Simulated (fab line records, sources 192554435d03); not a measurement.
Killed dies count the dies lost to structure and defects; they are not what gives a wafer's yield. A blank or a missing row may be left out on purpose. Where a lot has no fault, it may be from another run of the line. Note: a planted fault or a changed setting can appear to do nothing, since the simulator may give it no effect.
Chamber matching | flow n5Finfet | N5_HKMG_FIN_CMP_94 on cmp-02 has 4 sister chambers
The step polishes, stops on SiNx, t overpolish 4.7 s, target thk 43.299 nm. 4 wafers are shown with their chamber, then 8 later ones without.

== WAFERS WITH THEIR CHAMBER ==
wafer  | chamber | motorCurrentA (A)
L080.3 | 1       | 11.5
L082.3 | 0       | 14.5
L082.6 | 2       | 14.0
L083.3 | 3       | 11.4

== WAFERS WITHOUT THEIR CHAMBER ==
wafer  | motorCurrentA (A)
L083.4 | 13.8
L083.5 | 11.9
L091.4 | 11.0
L091.5 | 11.9
L091.6 | 13.9
L097.1 | 12.7
L097.4 | 13.9
L097.6 | 11.2

== WHICH CHAMBER EACH WENT THROUGH ==
wafer  | from the rows above               | in truth
L083.4 | can't be placed: 2 or 0           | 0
L083.5 | can't be placed: 1 or 3           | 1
L091.4 | can't be placed: 3 or 1           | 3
L091.5 | can't be placed: 1 or 3           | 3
L091.6 | can't be placed: 2 or 0           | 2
L097.1 | can't be placed: 1 or 3 or 2 or 0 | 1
L097.4 | can't be placed: 2 or 0           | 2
L097.6 | can't be placed: 3 or 1           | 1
0 of 8 placed correctly. Can't be placed from these rows: 8 (the true chamber is among the candidates in 8). Placed wrongly: 0.
How it was worked out, from the rows above alone: a wafer's distance from a chamber is the root of the sum, over the readings, of the square of ((its reading less the chamber's mean) divided by the reading's scatter). If the next closest chamber is less than 2 further off than the closest, the wafer can't be placed; otherwise it belongs to the closest. The mean given for a chamber averages the wafers shown for that chamber. The scatter (one wafer shown for each chamber): square how far every hidden wafer sits from the nearest shown wafer, average those squares and take the square root.
